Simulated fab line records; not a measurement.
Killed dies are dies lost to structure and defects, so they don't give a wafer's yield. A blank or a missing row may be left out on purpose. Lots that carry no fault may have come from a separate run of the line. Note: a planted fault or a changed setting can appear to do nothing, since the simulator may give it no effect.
Lot-split experiment / flow n5-finfet / 21 wafers read from 7 lots, route of 1938 steps

## THE SPLIT ITSELF
At N5_BEOL_M13_COAT_65 (time 60 s, resist thk 350 nm), the setting spin-rpm was moved away from the recipe's 1500 rpm on 8 of the 21 wafers read, by -9.1% to +6.2%. This setting was run at the recipe's value on the other wafers.

The reading is taken at the split's own step.

## THE READING
SOC_of_BEOL_M13_COAT_65.thk-nm (the simulator's own value, which no gauge read), in nm, at N5_BEOL_M13_COAT_65 (time 60 s, resist thk 350 nm). The file does not state a usual value for it. Across the 13 wafers here that went through the recipe, the average is 349.3 nm and the standard deviation 0.96 nm.

wafer=L076.1; tool, chamber at the split=litho-track-04, 0; spin-rpm as run, rpm=1364; against the recipe=-9.1%; SOC_of_BEOL_M13_COAT_65.thk-nm, nm=365; against lot-mates on the recipe=+16.4
wafer=L076.3; tool, chamber at the split=litho-track-04, 0; spin-rpm as run, rpm=1364; against the recipe=-9.1%; SOC_of_BEOL_M13_COAT_65.thk-nm, nm=364.4; against lot-mates on the recipe=+15.8
wafer=L076.6; tool, chamber at the split=litho-track-04, 0; spin-rpm as run, rpm=1500; against the recipe=recipe; SOC_of_BEOL_M13_COAT_65.thk-nm, nm=348.6; against lot-mates on the recipe=-
wafer=L080.2; tool, chamber at the split=litho-track-04, 0; spin-rpm as run, rpm=1375; against the recipe=-8.3%; SOC_of_BEOL_M13_COAT_65.thk-nm, nm=366.4; against lot-mates on the recipe=no lot-mate on the recipe
wafer=L080.4; tool, chamber at the split=litho-track-04, 0; spin-rpm as run, rpm=1375; against the recipe=-8.3%; SOC_of_BEOL_M13_COAT_65.thk-nm, nm=365.8; against lot-mates on the recipe=no lot-mate on the recipe
wafer=L080.6; tool, chamber at the split=litho-track-04, 0; spin-rpm as run, rpm=1375; against the recipe=-8.3%; SOC_of_BEOL_M13_COAT_65.thk-nm, nm=365.4; against lot-mates on the recipe=no lot-mate on the recipe
wafer=L079.2; tool, chamber at the split=litho-track-04, 0; spin-rpm as run, rpm=1430; against the recipe=-4.7%; SOC_of_BEOL_M13_COAT_65.thk-nm, nm=356; against lot-mates on the recipe=+7.5
wafer=L079.3; tool, chamber at the split=litho-track-04, 0; spin-rpm as run, rpm=1500; against the recipe=recipe; SOC_of_BEOL_M13_COAT_65.thk-nm, nm=347.4; against lot-mates on the recipe=-
wafer=L079.5; tool, chamber at the split=litho-track-04, 0; spin-rpm as run, rpm=1500; against the recipe=recipe; SOC_of_BEOL_M13_COAT_65.thk-nm, nm=349.6; against lot-mates on the recipe=-
wafer=L084.3; tool, chamber at the split=litho-track-01, 0; spin-rpm as run, rpm=1500; against the recipe=recipe; SOC_of_BEOL_M13_COAT_65.thk-nm, nm=349.4; against lot-mates on the recipe=-
wafer=L084.4; tool, chamber at the split=litho-track-01, 0; spin-rpm as run, rpm=1500; against the recipe=recipe; SOC_of_BEOL_M13_COAT_65.thk-nm, nm=350.4; against lot-mates on the recipe=-
wafer=L084.6; tool, chamber at the split=litho-track-01, 0; spin-rpm as run, rpm=1500; against the recipe=recipe; SOC_of_BEOL_M13_COAT_65.thk-nm, nm=350.6; against lot-mates on the recipe=-
wafer=L088.2; tool, chamber at the split=litho-track-04, 0; spin-rpm as run, rpm=1557; against the recipe=+3.8%; SOC_of_BEOL_M13_COAT_65.thk-nm, nm=343.4; against lot-mates on the recipe=-4.7
wafer=L088.4; tool, chamber at the split=litho-track-04, 0; spin-rpm as run, rpm=1500; against the recipe=recipe; SOC_of_BEOL_M13_COAT_65.thk-nm, nm=348.2; against lot-mates on the recipe=-
wafer=L088.6; tool, chamber at the split=litho-track-04, 0; spin-rpm as run, rpm=1500; against the recipe=recipe; SOC_of_BEOL_M13_COAT_65.thk-nm, nm=348; against lot-mates on the recipe=-
wafer=L094.1; tool, chamber at the split=litho-track-04, 0; spin-rpm as run, rpm=1500; against the recipe=recipe; SOC_of_BEOL_M13_COAT_65.thk-nm, nm=349.4; against lot-mates on the recipe=-
wafer=L094.3; tool, chamber at the split=litho-track-04, 0; spin-rpm as run, rpm=1500; against the recipe=recipe; SOC_of_BEOL_M13_COAT_65.thk-nm, nm=349.4; against lot-mates on the recipe=-
wafer=L094.5; tool, chamber at the split=litho-track-04, 0; spin-rpm as run, rpm=1593; against the recipe=+6.2%; SOC_of_BEOL_M13_COAT_65.thk-nm, nm=339.6; against lot-mates on the recipe=-9.8
wafer=L097.1; tool, chamber at the split=litho-track-01, 0; spin-rpm as run, rpm=1500; against the recipe=recipe; SOC_of_BEOL_M13_COAT_65.thk-nm, nm=350.4; against lot-mates on the recipe=-
wafer=L097.2; tool, chamber at the split=litho-track-01, 0; spin-rpm as run, rpm=1500; against the recipe=recipe; SOC_of_BEOL_M13_COAT_65.thk-nm, nm=349.2; against lot-mates on the recipe=-
wafer=L097.6; tool, chamber at the split=litho-track-01, 0; spin-rpm as run, rpm=1500; against the recipe=recipe; SOC_of_BEOL_M13_COAT_65.thk-nm, nm=350.2; against lot-mates on the recipe=-

THE FIT
A straight line over all 21 wafers: SOC_of_BEOL_M13_COAT_65.thk-nm changes by -1.79 nm for each +1% of spin-rpm; r = -0.99; the points scatter about the line by 1.2 nm.
The same after taking each lot's own level away (the mean of its wafers on the recipe; 18 wafers): -1.69 nm for each +1%; r = -0.99; scatter 0.72 nm.
The reading moves by 15 nm for the largest change in spin-rpm, on that fit.
Across the lots, their own levels run from 348.10 to 350.13 nm, a range of 2.1 times the standard deviation given above.
Hence the lot-to-lot level has little effect on the slope; both slopes agree.
Check: +15 nm against its lot-mates is what the line predicts for one of the wafers moved furthest among these (-9.1%) when that wafer is left out of the fit. It came out at +16.4 nm against them.

## THESE WAFERS: OTHER SPLITS
Before the reading, these wafers also passed through other splits. Each is held against what the fit with the lots' levels taken away leaves over:
other split on the same wafers=N5_BEOL_M11_CURE_72 time-s; wafers away from the commonest value=6; r with SOC_of_BEOL_M13_COAT_65.thk-nm (lot level and that fit taken away)=+0.19
other split on the same wafers=N5_BEOL_M12_ETCH_68 time-s; wafers away from the commonest value=8; r with SOC_of_BEOL_M13_COAT_65.thk-nm (lot level and that fit taken away)=+0.45

## FILE'S OWN FIT
SOC_of_BEOL_M13_COAT_65.thk-nm changes by -1.65 nm for each +1% of spin-rpm, r = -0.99.
